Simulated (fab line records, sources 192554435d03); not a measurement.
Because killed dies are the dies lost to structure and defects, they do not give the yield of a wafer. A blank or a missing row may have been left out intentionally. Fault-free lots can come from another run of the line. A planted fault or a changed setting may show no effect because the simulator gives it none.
Which tool did it?	flow n5_finfet	Sampling: 22 lots, 66 wafers, 6 of 1938 route steps

## WHAT EACH GAUGE READ, for each wafer
The record holds no reading of a measuring or inspecting step that can be judged against a usual standard deviation.

## WHAT TOOL EACH LOT RAN ON (gives the tool, then ch and the chambers of the sampled wafers, and finally the start)
lot	N5_BEOL_M5_ETCH_61	N5_BEOL_M5_ETCH_62	N5_BEOL_M5_ETCH_68	N5_BEOL_M5_STRIP_91	N5_BEOL_M5_DEGAS_44	N5_BEOL_M5_SURFACE_TREAT_87
L076	rie_diel-06 ch 0,3, day 12 05:19	rie_diel-06 ch 0,3, day 12 05:20	rie_diel-06 ch 0,1, day 12 07:04	rie_diel-06 ch 0,1, day 12 08:38 or earlier	pvd_sputter-03, day 12 08:38	pvd_sputter-02, day 12 09:05
L074	rie_diel-02 ch 2,3, day 12 09:34	rie_diel-02 ch 2,3, day 12 09:36	rie_diel-02 ch 0,1,2, day 12 12:27	rie_diel-02 ch 0,1,2, day 12 13:25 or earlier	pvd_sputter-01, day 12 13:25	pvd_sputter-01, day 12 13:49
L075	rie_diel-03 ch 1,2, day 12 13:17	rie_diel-03 ch 1,2, day 12 13:19	rie_diel-06 ch 2,3, day 12 16:46	rie_diel-06 ch 2,3, day 12 17:53 or earlier	pvd_sputter-03, day 12 17:53	pvd_sputter-03, day 12 18:19
L077	rie_diel-03 ch 2,3, day 12 17:43	rie_diel-03 ch 2,3, day 12 17:44	rie_diel-02 ch 0,1, day 12 21:14	rie_diel-02 ch 0,1, day 12 22:30 or earlier	pvd_sputter-01, day 12 22:30	pvd_sputter-01, day 12 22:51
L078	rie_diel-06 ch 1,3, day 12 18:04	rie_diel-06 ch 1,3, day 12 18:06	rie_diel-03 ch 0,2,3, day 12 21:17	rie_diel-03 ch 0,2,3, day 12 22:35 or earlier	pvd_sputter-01, day 12 22:35	pvd_sputter-01, day 12 22:58
L079	rie_diel-02 ch 1,3, day 12 20:10	rie_diel-02 ch 1,3, day 12 20:11	rie_diel-03 ch 0,3, day 12 21:44	rie_diel-03 ch 0,3, day 12 22:36 or earlier	pvd_sputter-03, day 12 22:36	pvd_sputter-03, day 12 23:07
L081	rie_diel-06 ch 2,3, day 13 13:58	rie_diel-06 ch 2,3, day 13 13:59	rie_diel-02 ch 0,2, day 13 16:06	rie_diel-02 ch 0,2, day 13 17:11 or earlier	pvd_sputter-02, day 13 17:11	pvd_sputter-02, day 13 17:44
L080	rie_diel-02 ch 1,2, day 13 20:41	rie_diel-02 ch 1,2, day 13 20:43	rie_diel-06 ch 0,2,3, day 13 23:50	rie_diel-06 ch 0,2,3, day 14 00:48 or earlier	pvd_sputter-01, day 14 00:48	pvd_sputter-03, day 14 01:22
L082	rie_diel-06 ch 1,2, day 14 00:12	rie_diel-06 ch 1,2, day 14 00:14	rie_diel-03 ch 0,3, day 14 03:27	rie_diel-03 ch 0,3, day 14 04:37 or earlier	pvd_sputter-02, day 14 04:37	pvd_sputter-01, day 14 06:19
L083	rie_diel-06 ch 0,1,2, day 14 01:10	rie_diel-06 ch 0,1,2, day 14 01:12	rie_diel-02 ch 1,2, day 14 03:24	rie_diel-02 ch 1,2, day 14 04:18 or earlier	pvd_sputter-02, day 14 04:18	pvd_sputter-02, day 14 04:41
L085	rie_diel-03 ch 0,1,3, day 14 08:10	rie_diel-03 ch 0,1,3, day 14 08:11	rie_diel-06 ch 0,1, day 14 09:37	rie_diel-06 ch 0,1, day 14 11:01 or earlier	pvd_sputter-01, day 14 11:01	pvd_sputter-01, day 14 11:25
L084	rie_diel-06 ch 0,3, day 14 15:08	rie_diel-06 ch 0,3, day 14 15:10	rie_diel-02 ch 2,3, day 14 16:19	rie_diel-02 ch 2,3, day 14 18:01 or earlier	pvd_sputter-03, day 14 18:01	pvd_sputter-02, day 14 18:26
L086	rie_diel-03 ch 1,2,3, day 14 18:48	rie_diel-03 ch 1,2,3, day 14 18:50	rie_diel-03 ch 0,3, day 14 20:05	rie_diel-03 ch 0,3, day 14 21:21 or earlier	pvd_sputter-03, day 14 21:21	pvd_sputter-02, day 14 21:49
L089	rie_diel-03 ch 0,2,3, day 15 11:59	rie_diel-03 ch 0,2,3, day 15 12:00	rie_diel-02 ch 0,2,3, day 15 14:07	rie_diel-02 ch 0,2,3, day 15 14:59 or earlier	pvd_sputter-03, day 15 14:59	pvd_sputter-02, day 15 15:27
L088	rie_diel-02 ch 0,3, day 15 18:14	rie_diel-02 ch 0,3, day 15 18:16	rie_diel-06 ch 0,1, day 15 23:03	rie_diel-06 ch 0,1, day 16 00:07 or earlier	pvd_sputter-02, day 16 00:07	pvd_sputter-02, day 16 00:38
L090	rie_diel-02 ch 0,3, day 16 02:40	rie_diel-02 ch 0,3, day 16 02:41	rie_diel-06 ch 0,1, day 16 06:46	rie_diel-06 ch 0,1, day 16 07:52 or earlier	pvd_sputter-03, day 16 07:52	pvd_sputter-01, day 16 08:29
L092	rie_diel-02 ch 2,3, day 16 02:57	rie_diel-02 ch 2,3, day 16 02:59	rie_diel-03 ch 1,3, day 16 05:44	rie_diel-03 ch 1,3, day 16 06:56 or earlier	pvd_sputter-03, day 16 06:56	pvd_sputter-03, day 16 07:21
L093	rie_diel-02 ch 0,3, day 16 21:10	rie_diel-02 ch 0,3, day 16 21:11	rie_diel-03 ch 0,3, day 17 00:07	rie_diel-03 ch 0,3, day 17 01:09 or earlier	pvd_sputter-03, day 17 01:09	pvd_sputter-03, day 17 01:29
L094	rie_diel-03 ch 1,2,3, day 17 06:06	rie_diel-03 ch 1,2,3, day 17 06:08	rie_diel-02 ch 1,3, day 17 06:59	rie_diel-02 ch 1,3, day 17 08:01 or earlier	pvd_sputter-03, day 17 08:01	pvd_sputter-03, day 17 08:38
L095	rie_diel-02 ch 0,1, day 17 06:08	rie_diel-02 ch 0,1, day 17 06:10	rie_diel-06 ch 1,2, day 17 07:05	rie_diel-06 ch 1,2, day 17 08:14 or earlier	pvd_sputter-01, day 17 08:14	pvd_sputter-03, day 17 08:49
L096	rie_diel-03 ch 1,2,3, day 17 08:03	rie_diel-03 ch 1,2,3, day 17 08:05	rie_diel-06 ch 0,1, day 17 11:28	rie_diel-06 ch 0,1, day 17 12:56 or earlier	pvd_sputter-01, day 17 12:56	pvd_sputter-01, day 17 13:26
L097	rie_diel-02 ch 1,2,3, day 17 22:08	rie_diel-02 ch 1,2,3, day 17 22:10	rie_diel-03 ch 1,2,3, day 17 23:10	rie_diel-03 ch 1,2,3, day 18 00:04 or earlier	pvd_sputter-01, day 18 00:04	pvd_sputter-03, day 18 00:53
- N5_BEOL_M5_ETCH_61: etches SiARC in CF4, target depth 15.6 nm, time 26 s.
- N5_BEOL_M5_ETCH_62: etches SOC in N2/H2, target depth 75 nm, overetch 15 nm, time 112.5 s.
- N5_BEOL_M5_ETCH_68: etches SOC in N2/H2, target depth 80 nm, overetch 16 nm, time 120 s.
- N5_BEOL_M5_STRIP_91: strips in N2/H2, time 10 s.
- N5_BEOL_M5_DEGAS_44: time 60 s.
- N5_BEOL_M5_SURFACE_TREAT_87

## AS READ BY THE TOOLS THEMSELVES (means over the sampled wafers that have a number; for cases with no such wafer, the mark the record gives instead)
N5_BEOL_M5_ETCH_61. Usual: drypump_motor_current_A 5.6 A, standard deviation 0.37; etch_rf_on_time_s 25.9 s, standard deviation 0.75; oes_product_au 0.68 a.u., standard deviation 0.08; rf_vpp_V 184.0 V, standard deviation 1.3; showerhead_plenum_p_Torr 2.15 Torr, standard deviation 0.084; throttle_valve_pct 15.6 %, standard deviation 0.32.
lot	tool	drypump_motor_current_A (A)	etch_rf_on_time_s (s)	oes_product_au (a.u.)	rf_vpp_V (V)	showerhead_plenum_p_Torr (Torr)	throttle_valve_pct (%)	flag
L076	rie_diel-06	5.6	25.8	0.79	183.5	2.17	15.4	
L074	rie_diel-02	5.7	26.8	0.62	183.7	2.11	15.8	
L075	rie_diel-03	5.9	25.6	0.60	184.1	2.13	15.6	
L077	rie_diel-03	6.3	27.1	0.61	184.1	2.11	15.6	
L078	rie_diel-06	5.4	25.9	0.74	184.6	2.22	15.9	
L079	rie_diel-02	5.2	25.8	0.68	184.9	2.23	15.5	
L081	rie_diel-06	5.5	26.3	0.72	185.2	2.26	15.7	
L080	rie_diel-02	5.5	26.5	0.60	183.0	2.08	16.1	
L082	rie_diel-06	5.7	26.5	0.61	184.2	2.16	15.6	
L083	rie_diel-06	5.7	25.8	0.67	183.8	2.13	15.6	
L085	rie_diel-03	5.9	25.9	0.73	184.2	2.15	15.5	
L084	rie_diel-06	5.6	25.8	0.76	183.5	2.17	15.5	
L086	rie_diel-03	6.1	26.2	0.68	184.0	2.12	15.5	
L089	rie_diel-03	5.9	26.0	0.64	183.7	2.09	15.6	
L088	rie_diel-02	5.7	25.2	0.67	183.6	2.14	15.7	
L090	rie_diel-02	5.7	25.4	0.67	184.9	2.14	15.7	
L092	rie_diel-02	5.5	26.4	0.64	184.7	2.18	15.6	
L093	rie_diel-02	5.5	25.7	0.67	184.0	2.19	15.5	
L094	rie_diel-03	6.1	25.9	0.74	184.5	2.20	15.3	
L095	rie_diel-02	5.5	25.2	0.65	183.4	2.10	15.9	
L096	rie_diel-03	6.1	26.1	0.73	184.3	2.20	15.3	
L097	rie_diel-02	5.3	26.4	0.70	184.2	2.23	15.7	

N5_BEOL_M5_ETCH_62. Usual: drypump_motor_current_A 5.7 A, standard deviation 0.37; n2_flow_sccm 200.1 sccm, standard deviation 0.61; oes_product_au 0.63 a.u., standard deviation 0.07; rf_vpp_V 524 V, standard deviation 3.1; showerhead_plenum_p_Torr 2.54 Torr, standard deviation 0.11; throttle_valve_pct 17.74 %, standard deviation 0.3.
lot	tool	drypump_motor_current_A (A)	n2_flow_sccm (sccm)	oes_product_au (a.u.)	rf_vpp_V (V)	showerhead_plenum_p_Torr (Torr)	throttle_valve_pct (%)	flag
L076	rie_diel-06	5.6	199.8	0.72	524	2.56	17.54	
L074	rie_diel-02	5.7	200.1	0.58	522	2.51	17.98	
L075	rie_diel-03	5.9	200.6	0.56	523	2.54	17.79	
L077	rie_diel-03	6.3	200.4	0.57	523	2.49	17.66	
L078	rie_diel-06	5.5	199.4	0.68	526	2.62	18.08	
L079	rie_diel-02	5.2	200.0	0.63	527	2.63	17.72	
L081	rie_diel-06	5.5	200.1	0.67	527	2.68	17.89	
L080	rie_diel-02	5.5	200.5	0.56	522	2.45	18.17	
L082	rie_diel-06	5.8	200.3	0.57	524	2.55	17.69	
L083	rie_diel-06	5.7	200.5	0.62	522	2.50	17.62	
L085	rie_diel-03	5.9	200.2	0.68	524	2.53	17.59	
L084	rie_diel-06	5.6	200.7	0.70	524	2.55	17.58	
L086	rie_diel-03	6.1	199.7	0.63	523	2.51	17.59	
L089	rie_diel-03	5.9	200.1	0.59	522	2.46	17.69	
L088	rie_diel-02	5.7	200.4	0.62	523	2.51	17.67	
L090	rie_diel-02	5.7	200.3	0.61	524	2.51	17.67	
L092	rie_diel-02	5.5	199.9	0.60	525	2.59	17.81	
L093	rie_diel-02	5.5	199.9	0.61	525	2.58	17.63	
L094	rie_diel-03	6.1	199.5	0.69	525	2.61	17.47	
L095	rie_diel-02	5.5	200.3	0.59	521	2.45	17.88	
L096	rie_diel-03	6.1	200.7	0.68	525	2.61	17.48	
L097	rie_diel-02	5.3	200.1	0.66	526	2.63	17.89	

N5_BEOL_M5_ETCH_68. Usual: drypump_motor_current_A 5.7 A, standard deviation 0.4; n2_flow_sccm 200.0 sccm, standard deviation 0.6; oes_product_au 0.61 a.u., standard deviation 0.061; rf_vpp_V 523.5 V, standard deviation 2.7; showerhead_plenum_p_Torr 2.52 Torr, standard deviation 0.1; throttle_valve_pct 17.7 %, standard deviation 0.3.
lot	tool	drypump_motor_current_A (A)	n2_flow_sccm (sccm)	oes_product_au (a.u.)	rf_vpp_V (V)	showerhead_plenum_p_Torr (Torr)	throttle_valve_pct (%)	flag
L076	rie_diel-06	5.7	199.9	0.62	521.2	2.43	17.8	
L074	rie_diel-02	5.5	200.6	0.58	521.7	2.46	18.0	
L075	rie_diel-06	5.7	199.7	0.60	527.9	2.66	17.7	
L077	rie_diel-02	5.1	200.0	0.58	523.3	2.49	18.0	
L078	rie_diel-03	5.9	199.5	0.59	521.6	2.47	17.6	
L079	rie_diel-03	5.6	199.7	0.64	523.3	2.50	17.6	
L081	rie_diel-02	5.8	199.9	0.56	521.0	2.43	18.0	
L080	rie_diel-06	5.6	200.2	0.64	525.1	2.60	17.6	
L082	rie_diel-03	5.6	200.0	0.63	522.9	2.49	17.7	
L083	rie_diel-02	5.2	199.8	0.56	522.6	2.49	18.1	
L085	rie_diel-06	5.7	199.8	0.60	521.5	2.42	17.8	
L084	rie_diel-02	5.7	200.1	0.56	523.0	2.50	18.0	
L086	rie_diel-03	6.1	200.1	0.59	523.1	2.51	17.7	
L089	rie_diel-02	5.7	200.0	0.58	522.4	2.51	17.8	
L088	rie_diel-06	5.7	200.6	0.63	521.1	2.45	17.6	
L090	rie_diel-06	5.7	199.9	0.59	521.1	2.42	17.8	
L092	rie_diel-03	6.3	199.9	0.61	523.7	2.55	17.6	
L093	rie_diel-03	5.6	199.8	0.61	523.1	2.48	17.7	
L094	rie_diel-02	5.0	199.7	0.57	524.6	2.56	18.0	
L095	rie_diel-06	5.8	199.7	0.53	524.0	2.54	17.7	
L096	rie_diel-06	5.7	200.0	0.59	520.5	2.41	17.8	
L097	rie_diel-03	6.1	200.0	0.65	525.4	2.61	17.5	

N5_BEOL_M5_STRIP_91. Usual: drypump_motor_current_A 5.7 A, standard deviation 0.4; n2_flow_sccm 200.1 sccm, standard deviation 0.6; oes_product_au 0.79 a.u., standard deviation 0.087; rf_vpp_V 59.2 V, standard deviation 0.86; showerhead_plenum_p_Torr 2.52 Torr, standard deviation 0.1; throttle_valve_pct 23.5 %, standard deviation 0.35.
lot	tool	drypump_motor_current_A (A)	n2_flow_sccm (sccm)	oes_product_au (a.u.)	rf_vpp_V (V)	showerhead_plenum_p_Torr (Torr)	throttle_valve_pct (%)	flag
L076	rie_diel-06	5.6	200.2	0.81	58.9	2.42	23.5	
L074	rie_diel-02	5.5	199.7	0.74	58.3	2.46	23.8	
L075	rie_diel-06	5.7	199.6	0.77	60.1	2.65	23.5	
L077	rie_diel-02	5.1	200.1	0.77	59.7	2.49	23.8	
L078	rie_diel-03	5.9	200.0	0.77	58.5	2.47	23.3	
L079	rie_diel-03	5.6	199.9	0.84	59.7	2.49	23.3	
L081	rie_diel-02	5.8	199.5	0.71	58.6	2.42	23.7	
L080	rie_diel-06	5.7	199.8	0.83	59.9	2.60	23.4	
L082	rie_diel-03	5.6	200.0	0.82	59.5	2.49	23.3	
L083	rie_diel-02	5.2	200.4	0.71	59.5	2.48	23.9	
L085	rie_diel-06	5.6	199.9	0.80	59.3	2.42	23.5	
L084	rie_diel-02	5.7	200.7	0.71	57.9	2.50	23.7	
L086	rie_diel-03	6.1	200.1	0.76	59.2	2.50	23.3	
L089	rie_diel-02	5.7	200.7	0.74	58.6	2.50	23.6	
L088	rie_diel-06	5.7	200.0	0.83	58.7	2.44	23.3	
L090	rie_diel-06	5.6	199.9	0.78	58.3	2.41	23.6	
L092	rie_diel-03	6.3	199.8	0.78	58.9	2.54	23.3	
L093	rie_diel-03	5.7	200.4	0.80	59.6	2.48	23.4	
L094	rie_diel-02	5.0	200.6	0.74	59.0	2.56	23.9	
L095	rie_diel-06	5.8	200.0	0.69	60.0	2.54	23.4	
L096	rie_diel-06	5.6	199.7	0.77	58.6	2.41	23.6	
L097	rie_diel-03	6.1	201.0	0.83	59.7	2.60	23.2	

N5_BEOL_M5_DEGAS_44. Usual: heater_power_w 330 W, standard deviation 42.
lot	tool	heater_power_w (W)	flag
L076	pvd_sputter-03	341	
L074	pvd_sputter-01	340	
L075	pvd_sputter-03	356	
L077	pvd_sputter-01	300	
L078	pvd_sputter-01	330	
L079	pvd_sputter-03	350	
L081	pvd_sputter-02	295	
L080	pvd_sputter-01	338	
L082	pvd_sputter-02	332	
L083	pvd_sputter-02	324	
L085	pvd_sputter-01	289	
L084	pvd_sputter-03	309	
L086	pvd_sputter-03	334	
L089	pvd_sputter-03	345	
L088	pvd_sputter-02	336	
L090	pvd_sputter-03	323	
L092	pvd_sputter-03	325	
L093	pvd_sputter-03	321	
L094	pvd_sputter-03	322	
L095	pvd_sputter-01	336	
L096	pvd_sputter-01	331	
L097	pvd_sputter-01	301	

## THE ANSWER, worked out from the rows above alone
Rule: a lot is off if the mean of its wafers that have a number lies more than 3 standard deviations from the usual mean. Also off: a lot with no number at a reading for which 4 or more lots have one. Where the step has rows for the other lots, those lots are counted as sound. After the gauges, taken in route order, come the tools' own readings; for these a lot's mean is taken, as printed above. The first step at which some lot is off is used, and at that step the reading that is off furthest; a lot without a number counts as furthest.
No lot is off at any reading shown: from this, nothing can be told.

## WHAT THE SIMULATOR PUT IN
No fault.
